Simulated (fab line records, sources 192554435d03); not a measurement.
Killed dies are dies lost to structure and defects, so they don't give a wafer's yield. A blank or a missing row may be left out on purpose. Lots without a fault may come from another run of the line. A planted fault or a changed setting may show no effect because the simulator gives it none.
Split-lot experiment | flow n5_finfet | 7 lots, 39 wafers read, on a route of 1938 steps

THE SPLIT
At N5_BEOL_M0_SAQP_SPACER1_ALD_98 (deposits SiO2, target thk 12.8 nm, pulse time 1 s, purge time 2 s), the setting ald_cycles was moved away from the recipe's 138 on 9 of the 39 wafers read, by -49.3% to +34.8%. The other wafers ran this setting at the recipe's value.

FROM THE SPLIT TO THE READING: what the file shows between them, 2 steps
- N5_BEOL_M0_SAQP_SPACER1_ETCHBACK_99: etches SiO2 in CHF3/O2, target depth 15.4 nm, time 7.7 s
- N5_BEOL_M0_SAQP_MANDREL1_REMOVE_100: chemistry HBr/Cl2/O2, target a-Si, stops on SiNx, bt time 10 s

THE READING
cd_nm, in nm, at N5_BEOL_M0_SAQP_CD_MEAS_25 (target cd 13.1 nm). Fault-free wafers of this fab line usually give 12.83 nm, standard deviation 0.21 nm.

wafer  | tool, chamber at the split | ald_cycles as run | against the recipe | cd_nm, nm | against lot-mates on the recipe
L075.1 | ald_sin-03, 0,1,2          | 108               | -21.7%             | 10.33     | -2.57
L075.2 | ald_sin-03, 0,1,2          | 108               | -21.7%             | 10.02     | -2.88
L075.3 | ald_sin-03, 3,3,2          | 138               | recipe             | 12.63     | -
L075.4 | ald_sin-03, 0,1,2          | 108               | -21.7%             | 9.60      | -3.30
L075.5 | ald_sin-03, 3,3,2          | 138               | recipe             | 12.88     | -
L075.6 | ald_sin-03, 3,3,2          | 138               | recipe             | 13.19     | -
L085.3 | ald_sin-03, 1,2,1          | 138               | recipe             | 13.06     | -
L085.5 | ald_sin-03, 1,2,1          | 138               | recipe             | 12.98     | -
L085.6 | ald_sin-03, 1,2,1          | 138               | recipe             | 12.66     | -
L089.1 | ald_sin-03, 3,1,2,0,1,2    | 138               | recipe             | 12.63     | -
L089.2 | ald_sin-03, 3,1,2,0,1,2    | 138               | recipe             | 13.17     | -
L089.3 | ald_sin-03, 3,1,2,0,1,2    | 138               | recipe             | 12.27     | -
L089.4 | ald_sin-03, 3,1,2,0,1,2    | 138               | recipe             | 13.37     | -
L089.5 | ald_sin-03, 3,1,2,0,1,2    | 138               | recipe             | 12.76     | -
L089.6 | ald_sin-03, 3,1,2,0,1,2    | 138               | recipe             | 13.02     | -
L092.1 | ald_sin-02, 3,0            | 70                | -49.3%             | 6.53      | -6.14
L092.2 | ald_sin-02, 0              | 138               | recipe             | 12.74     | -
L092.3 | ald_sin-02, 2,1            | 138               | recipe             | 12.65     | -
L092.4 | ald_sin-02, 2,1            | 138               | recipe             | 12.61     | -
L092.5 | ald_sin-02, 3,0            | 70                | -49.3%             | 6.58      | -6.09
L092.6 | ald_sin-02, 1              | 70                | -49.3%             | 6.58      | -6.09
L093.1 | ald_sin-03, 0,2,0          | 186               | +34.8%             | 17.01     | +4.08
L093.2 | ald_sin-03, 1,3,1          | 138               | recipe             | 12.89     | -
L093.3 | ald_sin-03, 0,2,0          | 186               | +34.8%             | 17.24     | +4.31
L093.4 | ald_sin-03, 1,3,1          | 138               | recipe             | 12.70     | -
L093.5 | ald_sin-03, 1,3,1          | 138               | recipe             | 13.20     | -
L093.6 | ald_sin-03, 0,2,0          | 186               | +34.8%             | 17.59     | +4.66
L094.1 | ald_sin-04, 3,0,2,1,3,2    | 138               | recipe             | 12.75     | -
L094.2 | ald_sin-04, 3,0,2,1,3,2    | 138               | recipe             | 12.97     | -
L094.3 | ald_sin-04, 3,0,2,1,3,2    | 138               | recipe             | 12.56     | -
L094.4 | ald_sin-04, 3,0,2,1,3,2    | 138               | recipe             | 12.95     | -
L094.5 | ald_sin-04, 3,0,2,1,3,2    | 138               | recipe             | 13.00     | -
L094.6 | ald_sin-04, 3,0,2,1,3,2    | 138               | recipe             | 13.03     | -
L096.1 | ald_sin-03, 3,2,1,0,3,2    | 138               | recipe             | 12.94     | -
L096.2 | ald_sin-03, 3,2,1,0,3,2    | 138               | recipe             | 12.93     | -
L096.3 | ald_sin-03, 3,2,1,0,3,2    | 138               | recipe             | 12.54     | -
L096.4 | ald_sin-03, 3,2,1,0,3,2    | 138               | recipe             | 12.86     | -
L096.5 | ald_sin-03, 3,2,1,0,3,2    | 138               | recipe             | 12.97     | -
L096.6 | ald_sin-03, 3,2,1,0,3,2    | 138               | recipe             | 12.61     | -
Where a row lists several chambers, the file gives one row for several wafers and doesn't say which wafer went through which chamber.

THE FIT
A straight line over all 39 wafers: cd_nm changes by +0.128 nm for each +1% of ald_cycles; r = +0.99; the points scatter about the line by 0.24 nm.
The same after taking each lot's own level away (the mean of its wafers on the recipe; 39 wafers): +0.125 nm for each +1%; r = +0.99; scatter 0.24 nm.
On that fit, the largest move of ald_cycles shifts the reading by 6.2 nm.
The lots' own levels span 12.667 to 12.930 nm, that is 1.3 times the standard deviation above.
So the lot-to-lot level changes the slope little: the two slopes agree.
Check: with one of the wafers moved furthest among these (-49.3%) left out of the fit, the line predicts -6.2 nm for it against its lot-mates. It came out at -6.14 nm against them.

OTHER SPLITS ON THESE WAFERS
These wafers also went through other splits before the reading. Each is held against what the fit with the lots' levels taken away leaves over:
other split on the same wafers                 | wafers away from the commonest value | r with cd_nm (lot level and that fit taken away)
N5_FIN_SAQP_HM_DEP_03 time_s                   | 15                                   | +0.07
N5_MOL_CONTACT_COAG_VIA_ETCH_46 target_depth_a | 15                                   | -0.06

THE WHOLE CHAIN: every reading that the file lists as answering this split, in the file's order
step                                | what it does                                                      | reading                                                                                     | change (the file's fit)               | r (the file's)
N5_BEOL_M0_SAQP_SPACER1_ALD_98      | deposits SiO2, target thk 12.8 nm, pulse time 1 s, purge time 2 s | SiO2_of_BEOL_M0_SAQP_SPACER1_ALD_98.thk_nm (the simulator's own value, which no gauge read) | +0.128 nm for each +1% of the setting | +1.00
N5_BEOL_M0_SAQP_MANDREL1_REMOVE_100 | chemistry HBr/Cl2/O2, target a-Si, stops on SiNx, bt time 10 s    | BEOL_M0_SAQP.cd_nm (the simulator's own value, which no gauge read)                         | +0.125 nm for each +1% of the setting | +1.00
N5_BEOL_M0_SAQP_MANDREL1_REMOVE_100 | chemistry HBr/Cl2/O2, target a-Si, stops on SiNx, bt time 10 s    | SiO2_of_BEOL_M0_SAQP_SPACER1_ALD_98.thk_nm (the simulator's own value, which no gauge read) | +0.106 nm for each +1% of the setting | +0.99
N5_BEOL_M0_SAQP_CD_MEAS_25          | target cd 13.1 nm                                                 | cd_nm                                                                                       | +0.125 nm for each +1% of the setting | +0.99

THE FILE'S OWN FIT
cd_nm changes by +0.125 nm for each +1% of ald_cycles, r = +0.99.
